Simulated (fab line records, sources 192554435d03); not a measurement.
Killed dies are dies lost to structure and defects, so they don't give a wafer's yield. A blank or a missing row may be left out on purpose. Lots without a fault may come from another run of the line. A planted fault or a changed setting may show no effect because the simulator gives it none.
A struck lot beside a sound one | flow n5_finfet | 17 steps out of a route of 1938
Sound: wafers L270.1, L270.3, L270.5. Struck: wafers L263.4, L263.5, L263.6. The cause comes at the end.
At each step with rows: each side's tool, then ch and its chambers, then its first start. Under that, the readings that differ: sound wafers | struck wafers | difference of the means | sigmas: that difference in standard deviations of wafers without a fault.
alike: readings whose means differ by less than 2 such deviations, and words and numbers that are the same on both sides. not compared: withheld readings, readings that some wafer has no value for, bounds like >300 that may hide the same value, and numbers for which the record gives no deviation and whose values overlap.
The two part at a step that has a row with sigmas, a row that says differs or no value, or rows on one side only. Numbers that don't overlap but have no deviation are shown without sigmas and don't part them. A reading that every wafer of one side lacks parts them only if that side has two wafers or more.

first, 4 steps without rows for these wafers: N5_BEOL_M9_HM_STRIP_39 (strips TiN in peroxide tin strip, target depth 25 nm, time 158 s); N5_BEOL_M9_SRD_40 (time 30 s); N5_BEOL_M9_PRECLEAN_42 (cleans in residue remover, time 60 s); N5_BEOL_M9_SRD_43 (time 30 s).
N5_BEOL_M9_CD_MEAS_35: target cd 70 nm, target cd y 40 nm.
  sound on cd_sem-02, day 15 22:31; struck on cd_sem-01, day 14 07:26
  alike: cd_nm
then, 1 step without rows for these wafers: N5_BEOL_M9_CURE_72 (cures SiCOH lowk, time 120 s).
N5_BEOL_M9_DEGAS_44: time 60 s.
  sound on pvd_sputter-01, day 15 22:53; struck on pvd_sputter-02, day 14 07:53
  alike: heater_power_w
N5_BEOL_M9_PRE_CLEAN_45: time 30 s.
  sound on pvd_sputter-01, day 15 22:56; struck on pvd_sputter-02, day 14 07:55
  reading            | sound       | struck      | difference | sigmas
  heater_power_w (W) | 329 355 334 | 309 283 307 | -40        | -2
N5_BEOL_M9_ALD_74: deposits TaN, target thk 2 nm, pulse time 2 s, purge time 3 s.
  sound on ald_metal-04 ch 1,2,3, day 15 23:02; struck on ald_metal-03 ch 0,2,3, day 14 07:59
  alike: heater_power_w
  not compared: since_wet_clean_h
then, 2 steps without rows for these wafers: N5_BEOL_M9_SURFACE_TREAT_79; N5_BEOL_M9_CVD_78 (deposits Co from CCTBA/H2, target thk 2 nm, time 138.9 s).
N5_BEOL_M9_SPUTTER_48: material Cu, target thk 12 nm, time 2 s.
  sound on pvd_sputter-01, day 15 23:34; struck on pvd_sputter-02, day 14 08:49
  alike: chamber_pressure_pa, chuck_gas_flow_sccm, chuck_sensor_temp_C, throttle_valve_pct
N5_BEOL_M9_ECD_50: material Cu, target thk 318 nm.
  sound on ecd_cu-02 ch 1, day 15 23:41; struck on ecd_cu-02 ch 0,1, day 14 09:15
N5_BEOL_M9_ANNEAL_51: time 90 s.
  sound on rtp_anneal-01 ch 0, day 15 23:48; struck on rtp_anneal-01 ch 0, day 14 09:28
  alike: wafer_temp_C_max
N5_BEOL_M9_CMP_52: polishes, stops on SiCOH lowk, t overpolish 7 s, target thk 140 nm.
  sound on cmp-01 ch 0,1,2, day 16 00:10; struck on cmp-02 ch 0,3, day 14 09:40
  reading                | sound    | struck      | difference | sigmas
  time_to_endpoint_s (s) | 70 74 67 | 124 124 122 | +53        | +11
  alike: barrier_field_endpoint_s, motor_current_A, overpolish_run_s
N5_BEOL_M9_THK_MEAS_53: measures by xrf.
  sound on film_metro-02, day 16 00:23; struck on film_metro-02, day 14 09:56
  alike: M9_THK
-- the record jumps here: 3 days lie between the struck wafers' starts before and after (it left off in module BEOL_M9 and takes up again in module PASSIVATION, whose first step shown is number 1936 of the route) --
N5_PASSIVATION_PROBE_49:
  sound on prober-02, day 18 18:24; struck on prober-01, day 17 06:43
  alike: defect_limited_yield, killed_at_M0_to_M3, killed_at_M4_up, killed_at_contacts, killed_at_front_end, killed_at_other, killed_dies, killed_open, killed_short, sort_bin_5_function, sort_bin_6_memory, sort_bin_8_speed, sort_n_pass, sort_yield_pct

WHERE THEY PART
First at N5_BEOL_M9_PRE_CLEAN_45; last, within this record, at N5_BEOL_M9_CMP_52. Later steps at which nothing parts them and some readings are alike: N5_BEOL_M9_THK_MEAS_53, N5_PASSIVATION_PROBE_49.

WHY: what the simulator had put in
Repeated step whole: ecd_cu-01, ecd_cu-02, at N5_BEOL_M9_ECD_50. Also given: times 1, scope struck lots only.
